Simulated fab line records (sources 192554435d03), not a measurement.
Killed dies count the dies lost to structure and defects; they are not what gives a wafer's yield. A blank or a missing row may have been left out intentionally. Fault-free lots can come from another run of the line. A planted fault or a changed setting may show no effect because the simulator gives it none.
Matching of chambers / flow n5-finfet / 4 sister chambers for N5_BEOL_M10_DESCUM_33 on rie-diel-03
The step chemistry O2, time 7.9 s. 20 wafers are shown with their chamber, then 10 later ones without.

WAFERS, EACH WITH ITS CHAMBER
wafer=L076.1; chamber=2; showerhead-plenum-p-Torr (Torr)=1.98; drypump-motor-current-A (A)=5.2; throttle-valve-pct (%)=20.17
wafer=L076.2; chamber=3; showerhead-plenum-p-Torr (Torr)=2.06; drypump-motor-current-A (A)=5.4; throttle-valve-pct (%)=20.44
wafer=L076.5; chamber=2; showerhead-plenum-p-Torr (Torr)=1.98; drypump-motor-current-A (A)=5.2; throttle-valve-pct (%)=20.20
wafer=L078.1; chamber=1; showerhead-plenum-p-Torr (Torr)=2.01; drypump-motor-current-A (A)=6.0; throttle-valve-pct (%)=20.79
wafer=L078.3; chamber=0; showerhead-plenum-p-Torr (Torr)=2.25; drypump-motor-current-A (A)=5.5; throttle-valve-pct (%)=20.45
wafer=L078.5; chamber=1; showerhead-plenum-p-Torr (Torr)=2.01; drypump-motor-current-A (A)=6.0; throttle-valve-pct (%)=20.77
wafer=L081.1; chamber=3; showerhead-plenum-p-Torr (Torr)=2.06; drypump-motor-current-A (A)=5.3; throttle-valve-pct (%)=20.46
wafer=L081.2; chamber=0; showerhead-plenum-p-Torr (Torr)=2.25; drypump-motor-current-A (A)=5.5; throttle-valve-pct (%)=20.44
wafer=L081.6; chamber=0; showerhead-plenum-p-Torr (Torr)=2.25; drypump-motor-current-A (A)=5.5; throttle-valve-pct (%)=20.45
wafer=L080.2; chamber=3; showerhead-plenum-p-Torr (Torr)=2.06; drypump-motor-current-A (A)=5.4; throttle-valve-pct (%)=20.47
wafer=L080.3; chamber=0; showerhead-plenum-p-Torr (Torr)=2.25; drypump-motor-current-A (A)=5.5; throttle-valve-pct (%)=20.48
wafer=L080.4; chamber=2; showerhead-plenum-p-Torr (Torr)=1.97; drypump-motor-current-A (A)=5.2; throttle-valve-pct (%)=20.20
wafer=L086.2; chamber=1; showerhead-plenum-p-Torr (Torr)=2.00; drypump-motor-current-A (A)=6.0; throttle-valve-pct (%)=20.83
wafer=L086.3; chamber=0; showerhead-plenum-p-Torr (Torr)=2.25; drypump-motor-current-A (A)=5.5; throttle-valve-pct (%)=20.46
wafer=L086.6; chamber=0; showerhead-plenum-p-Torr (Torr)=2.25; drypump-motor-current-A (A)=5.5; throttle-valve-pct (%)=20.48
wafer=L090.1; chamber=0; showerhead-plenum-p-Torr (Torr)=2.24; drypump-motor-current-A (A)=5.5; throttle-valve-pct (%)=20.49
wafer=L090.4; chamber=2; showerhead-plenum-p-Torr (Torr)=1.97; drypump-motor-current-A (A)=5.2; throttle-valve-pct (%)=20.25
wafer=L090.5; chamber=1; showerhead-plenum-p-Torr (Torr)=2.00; drypump-motor-current-A (A)=6.0; throttle-valve-pct (%)=20.84
wafer=L091.2; chamber=1; showerhead-plenum-p-Torr (Torr)=2.00; drypump-motor-current-A (A)=6.0; throttle-valve-pct (%)=20.85
wafer=L091.3; chamber=2; showerhead-plenum-p-Torr (Torr)=1.96; drypump-motor-current-A (A)=5.2; throttle-valve-pct (%)=20.25

SIGNATURES, as means of the wafers listed above
reading=showerhead-plenum-p-Torr; chamber 0=2.2486; chamber 1=2.0040; chamber 2=1.9720; chamber 3=2.0600; scatter within a chamber=0.00551
reading=drypump-motor-current-A; chamber 0=5.500; chamber 1=6.000; chamber 2=5.200; chamber 3=5.367; scatter within a chamber=0.0204
reading=throttle-valve-pct; chamber 0=20.4643; chamber 1=20.8160; chamber 2=20.2140; chamber 3=20.4567; scatter within a chamber=0.0277
Rule: a wafer lies at a distance from a chamber equal to the root of the sum of squares, over the readings, of (its reading less the chamber's mean, divided by the reading's scatter). If the next closest chamber is less than 2 further off than the closest, the wafer can't be placed; otherwise it belongs to the closest. The scatter: the root of (the sum of the squares of (reading less its chamber's mean) over the shown wafers, divided by (wafers less chambers)).

WAFERS WITHOUT THEIR CHAMBER
wafer=L091.5; showerhead-plenum-p-Torr (Torr)=1.96; drypump-motor-current-A (A)=5.2; throttle-valve-pct (%)=20.25
wafer=L094.2; showerhead-plenum-p-Torr (Torr)=2.05; drypump-motor-current-A (A)=5.4; throttle-valve-pct (%)=20.17
wafer=L094.4; showerhead-plenum-p-Torr (Torr)=1.96; drypump-motor-current-A (A)=5.2; throttle-valve-pct (%)=20.25
wafer=L094.5; showerhead-plenum-p-Torr (Torr)=2.24; drypump-motor-current-A (A)=5.5; throttle-valve-pct (%)=20.49
wafer=L095.2; showerhead-plenum-p-Torr (Torr)=2.00; drypump-motor-current-A (A)=6.0; throttle-valve-pct (%)=20.86
wafer=L095.3; showerhead-plenum-p-Torr (Torr)=2.05; drypump-motor-current-A (A)=5.3; throttle-valve-pct (%)=20.18
wafer=L095.4; showerhead-plenum-p-Torr (Torr)=2.24; drypump-motor-current-A (A)=5.5; throttle-valve-pct (%)=20.49
wafer=L096.2; showerhead-plenum-p-Torr (Torr)=2.24; drypump-motor-current-A (A)=5.5; throttle-valve-pct (%)=20.52
wafer=L096.3; showerhead-plenum-p-Torr (Torr)=2.05; drypump-motor-current-A (A)=5.3; throttle-valve-pct (%)=20.17
wafer=L096.6; showerhead-plenum-p-Torr (Torr)=2.00; drypump-motor-current-A (A)=6.0; throttle-valve-pct (%)=20.85

THE CHAMBER EACH PASSED THROUGH
wafer=L091.5; from the rows above=2; in truth=2
wafer=L094.2; from the rows above=3; in truth=3
wafer=L094.4; from the rows above=2; in truth=2
wafer=L094.5; from the rows above=0; in truth=0
wafer=L095.2; from the rows above=1; in truth=1
wafer=L095.3; from the rows above=3; in truth=3
wafer=L095.4; from the rows above=0; in truth=0
wafer=L096.2; from the rows above=0; in truth=0
wafer=L096.3; from the rows above=3; in truth=3
wafer=L096.6; from the rows above=1; in truth=1
Correct placement for 10 of the 10. Not placeable from these rows: 0. 0 placed wrongly.
